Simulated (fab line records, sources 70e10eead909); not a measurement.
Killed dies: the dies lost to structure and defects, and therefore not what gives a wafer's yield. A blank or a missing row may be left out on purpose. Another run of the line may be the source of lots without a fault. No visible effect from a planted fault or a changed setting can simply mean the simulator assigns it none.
What tool caused it? | flow nandHarc | 6 lots with 18 wafers sampled at 4 steps, on a route of 1302 steps

## WHAT THE GAUGES SHOWED, per wafer
NHARC_P_M2_CD_MEAS_09 targets a cd of 170 nm.
lot  | measured     | on       | cdNm (nm)
L254 | day 6 14:28  | cdSem-02 | 169.4 168.5 169.2
L259 | day 8 11:23  | cdSem-03 | 168.8 169.1 168.6
L265 | day 10 22:34 | cdSem-03 | 106.9 105.8 106.9
L268 | day 12 08:52 | cdSem-03 | 171.6 171.2 170.0
L274 | day 14 19:29 | cdSem-03 | 170.8 170.1 171.0
L277 | day 15 21:21 | cdSem-03 | 170.2 171.1 172.1

## WHICH TOOL RAN EACH LOT (tool, then ch and the chambers of the sampled wafers, then the start)
lot  | NHARC_P_M1_PRE_CLEAN_30                | NHARC_P_M1_PRE_CLEAN_32         | NHARC_P_M2_PEB_07
L254 | pvdSputter-03, day 6 13:09 or earlier  | pecvd-02 ch 0,1, day 6 13:09    | lithoTrack-06 ch 0, day 6 14:23
L259 | pvdSputter-02, day 8 10:05 or earlier  | pecvd-03 ch 0,1,2, day 8 10:05  | lithoTrack-04 ch 0, day 8 11:19
L265 | pvdSputter-02, day 10 21:15 or earlier | pecvd-03 ch 0,1,2, day 10 21:15 | lithoTrack-06 ch 0, day 10 22:29
L268 | pvdSputter-03, day 12 07:33 or earlier | pecvd-02 ch 1,2, day 12 07:33   | lithoTrack-01 ch 0, day 12 08:47
L274 | pvdSputter-01, day 14 18:18 or earlier | pecvd-03 ch 0,1,2, day 14 18:18 | lithoTrack-06 ch 0, day 14 19:24
L277 | pvdSputter-02, day 15 20:02 or earlier | pecvd-03 ch 0,1,2, day 15 20:02 | lithoTrack-01 ch 0, day 15 21:16
- NHARC_P_M1_PRE_CLEAN_30: time 30 s.
- NHARC_P_M1_PRE_CLEAN_32: time 12 s.
- NHARC_P_M2_PEB_07: peb time 65 s.

## THE ANSWER, worked out from the rows above alone
Rule: the usual values come from the lots themselves. The widest of any qualifying gaps counts: lots, ordered by their means at a reading, are off when they make up no more than a third of the lots, leave a main group of 4 or more, and stand apart from it by 3 or more times the standard deviation of that group's means. Not used: any main group whose means are identical at the precision the tables above print for the reading. A lot without any number at a reading at which 4 lots or more have one is off too. Any other lot the step has rows for is counted as sound.
Off: L265, at NHARC_P_M2_CD_MEAS_09 (cdNm). For the main group the mean is 170.1 nm and the standard deviation 0.98.
If a tool, at a process step before that reading, ran all the lots that are off and no sound lot after the first of them, it fits. Gauges at NHARC_P_M2_CD_MEAS_09: tried the same way as those tools. With no start given for some of its lots, NHARC_P_M1_PRE_CLEAN_30 uses the hours and lot order of NHARC_P_M1_PRE_CLEAN_32. None of those tried fits.

## WHAT HAD BEEN PUT IN BY THE SIMULATOR
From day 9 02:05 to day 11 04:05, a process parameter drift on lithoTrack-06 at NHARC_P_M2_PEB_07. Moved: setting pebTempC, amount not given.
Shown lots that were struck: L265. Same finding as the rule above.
